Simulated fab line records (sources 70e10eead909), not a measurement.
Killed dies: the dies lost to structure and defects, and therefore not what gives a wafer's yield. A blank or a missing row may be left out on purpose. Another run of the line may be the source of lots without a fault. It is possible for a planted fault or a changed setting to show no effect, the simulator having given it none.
The same fault as seen by 2 desks || flow nand harc || each desk holds nothing but its own numbers, with what lay behind them at the end

## THE DEFECT DESK
Counts from the inspections along the route, per lot, as means over the sampled wafers that have a number. Marked OUT: a lot whose mean sits more than 4 standard deviations from the usual mean, which makes it out of limits; the brackets give that distance.
Columns: A = raw defect count at NHARC_A_CONTACT_INSPECT_71, usual 86
{"lot": "L751", "first seen here": "day 21 11:37", "A": 58}
{"lot": "L752", "first seen here": "day 22 06:13", "A": 73}
{"lot": "L753", "first seen here": "day 23 00:00", "A": 101}
{"lot": "L754", "first seen here": "day 23 07:06", "A": 114}
{"lot": "L765", "first seen here": "day 27 08:46", "A": 105}
{"lot": "L767", "first seen here": "day 27 23:46", "A": 109}
{"lot": "L768", "first seen here": "day 29 13:43", "A": 27}
{"lot": "L771", "first seen here": "day 30 03:50", "A": 41}
{"lot": "L770", "first seen here": "day 30 07:10", "A": 123}
{"lot": "L772", "first seen here": "day 30 21:15", "A": 60}
{"lot": "L773", "first seen here": "day 31 12:28", "A": 94}
{"lot": "L774", "first seen here": "day 32 07:41", "A": 105}
Result from this desk: across the 12 lots, nothing is out of limits.

## THE TOOL OWNER'S DESK: rie diel-12
The tool's own readings at NHARC_A_CONTACT_ETCH_91 (etches the open film in CH3F/O2, target depth 40 nm, time 85.7 s): means of the sampled wafers that have a number, for each lot that ran on this tool. Marked OUT: a lot whose mean sits more than 4 standard deviations from the usual mean, which makes it out of limits; the brackets give that distance.
Columns: A = drypump motor current A at NHARC_A_CONTACT_ETCH_91, usual 6.2 A; B = oes product au at NHARC_A_CONTACT_ETCH_91, usual 0.936 a.u.; C = rf vpp V at NHARC_A_CONTACT_ETCH_91, usual 243.7 V; D = run length s at NHARC_A_CONTACT_ETCH_91, usual 106.9 s; E = showerhead plenum p Torr at NHARC_A_CONTACT_ETCH_91, usual 2.42 Torr; F = throttle valve pct at NHARC_A_CONTACT_ETCH_91, usual 20.663 %
{"lot": "L751", "first seen here": "day 21 15:59", "A": 6.4, "B": 0.920, "C": 242.9, "D": 106.7, "E": 2.39, "F": 20.661}
{"lot": "L752", "first seen here": "day 22 10:33", "A": 6.1, "B": 0.941, "C": 242.6, "D": 106.7, "E": 2.35, "F": 20.662}
{"lot": "L753", "first seen here": "day 23 04:17", "A": 6.7, "B": 0.916, "C": 243.2, "D": 107.4, "E": 2.40, "F": 20.661}
{"lot": "L754", "first seen here": "day 23 11:07", "A": 6.5, "B": 0.925, "C": 242.5, "D": 106.7, "E": 2.34, "F": 20.657}
{"lot": "L767", "first seen here": "day 28 03:46", "A": 6.3, "B": 0.952, "C": 245.4, "D": "98.2 (-20) OUT", "E": 2.44, "F": 20.665}
{"lot": "L773", "first seen here": "day 31 17:14", "A": 6.4, "B": 0.921, "C": 243.7, "D": 107.1, "E": 2.36, "F": 20.666}
This desk finds L767 out of limits, L767 being first, at day 28 03:46 (run length s at NHARC_A_CONTACT_ETCH_91). L751, L752, L753, L754, L773 stayed within limits.

## BROUGHT TOGETHER
An alarm could have come from the tool owner's desk at day 28 03:46, on L767.
Nothing the defect desk looked at was out of limits.
The defect desk has L767 on record, within its limits.
The lots listed all ran NHARC_A_CONTACT_ETCH_91 on rie diel-12.

## WHAT THE SIMULATOR PUT IN
rie diel-12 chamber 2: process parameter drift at NHARC_A_CONTACT_ETCH_91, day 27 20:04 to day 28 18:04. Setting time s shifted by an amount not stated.
Struck lots among those shown: L767.
Each desk's first reading out of limits, in hours after the fault started: the tool owner's desk, 8.
